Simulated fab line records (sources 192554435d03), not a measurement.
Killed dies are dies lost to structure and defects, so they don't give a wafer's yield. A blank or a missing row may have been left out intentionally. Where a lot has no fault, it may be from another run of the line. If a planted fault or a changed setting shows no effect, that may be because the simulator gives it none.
8D (eight disciplines) problem report, filled in by code	flow n5-finfet	the parts of the form that need people (team, actions taken, sign-off) are left out

== 1. WHAT IS WRONG ==
At N5_WELL_APT_RTA_34, lamp_zone_4_pct averages 14.094 % over 6 wafers from 2 lots, while fault-free wafers read 12.993 %, standard deviation 0.027. That is +41 standard deviations from the usual mean.
The step: time 10 s.
Earliest sighting: wafer L687.1 on rtp-anneal-01 at day 6 15:58. At this step, 30 wafers from 10 lots have a number in the record. Rule for "out", or "out of limits": more than 4 standard deviations from the usual mean. All remaining wafers that have a number are taken as sound.

== 2. WHAT IT IS, AND WHAT IT ISN'T ==
question	is	is not
which readings at this step	lamp_zone_4_pct, lamp-power-pct, lamp_zone_1_pct, lamp_zone_2_pct, lamp_zone_3_pct, lamp_zone_5_pct, lamp_zone_6_pct, lamp_zone_7_pct	wafer_temp_C_max
which lots	L687, L688	L667, L669, L672, L673, L678, L681, L689, L690
which wafers of those lots	all that have a number	-
read on which tools	rtp-anneal-01	rtp-anneal-02
when	from day 6 15:58	up to then (18 sound wafers); but 6 sound wafers of L689, L690 came after

== 3. THE SUSPECTS, EACH WITH WHAT RULES IT OUT ==
Counting: any tool at a process step up to the reading is kept as a suspect provided that every lot that is out went through it and no sound lot did after the first of them.
- rtp-anneal-01 at N5_WELL_APT_RTA_34 (time 10 s): kept. All lots that are out passed through it, beginning with L687 at day 6 15:58, and no sound lot followed; its final sound lot before that point was L681 at day 5 04:05. Its own readings are out on those wafers: lamp-power-pct, lamp_zone_1_pct, lamp_zone_2_pct, lamp_zone_3_pct, lamp_zone_4_pct, lamp_zone_5_pct, lamp_zone_6_pct, lamp_zone_7_pct.
The count leaves rtp-anneal-01 at N5_WELL_APT_RTA_34.

== 4. THE CAUSE (what the simulator had put in) ==
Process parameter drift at N5_WELL_APT_RTA_34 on rtp-anneal-01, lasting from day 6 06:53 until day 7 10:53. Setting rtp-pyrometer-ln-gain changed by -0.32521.
This tool alone remained once counting was done.

== 5. THE EFFECT CHAIN, in route order ==
One row per reading whose mean, taken over the struck wafers that have a number, lies over 3 standard deviations from the usual. Only readings whose record carries a usual standard deviation are examined. hours: median over the lots of the time between each lot's start at the first step of this table that gives one and its start at this step. sigmas: the change, counted in usual standard deviations.
hours	step	reading	usual	on struck wafers	change	sigmas
0	N5_WELL_APT_RTA_34	lamp-power-pct	13.00 %	14.11	+1.11	+20
0	N5_WELL_APT_RTA_34	lamp_zone_1_pct	12.99 %	14.11	+1.12	+35
0	N5_WELL_APT_RTA_34	lamp_zone_2_pct	12.992 %	14.091	+1.099	+41
0	N5_WELL_APT_RTA_34	lamp_zone_3_pct	12.996 %	14.101	+1.105	+39
0	N5_WELL_APT_RTA_34	lamp_zone_4_pct	12.993 %	14.094	+1.101	+41
0	N5_WELL_APT_RTA_34	lamp_zone_5_pct	12.996 %	14.102	+1.106	+38
0	N5_WELL_APT_RTA_34	lamp_zone_6_pct	12.92 %	14.00	+1.08	+35
0	N5_WELL_APT_RTA_34	lamp_zone_7_pct	13.423 %	14.552	+1.129	+40
The process steps in it:
- N5_WELL_APT_RTA_34: time 10 s.
At these later measuring or inspecting steps, every struck wafer for which the step has a row has a number for every such reading, and none has moved that far: N5_PMOS_HMC_CHANNEL_EPI_CD_MEAS_09, N5_PMOS_HMC_CHANNEL_EPI_OVL_MEAS_10, N5_BEOL_M4_RC_MEAS_101.

== 6. WHAT WOULD HAVE CAUGHT IT SOONER ==
The fault began at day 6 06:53; the first out-of-limits reading in this record came at day 6 15:58, 9 hours later.
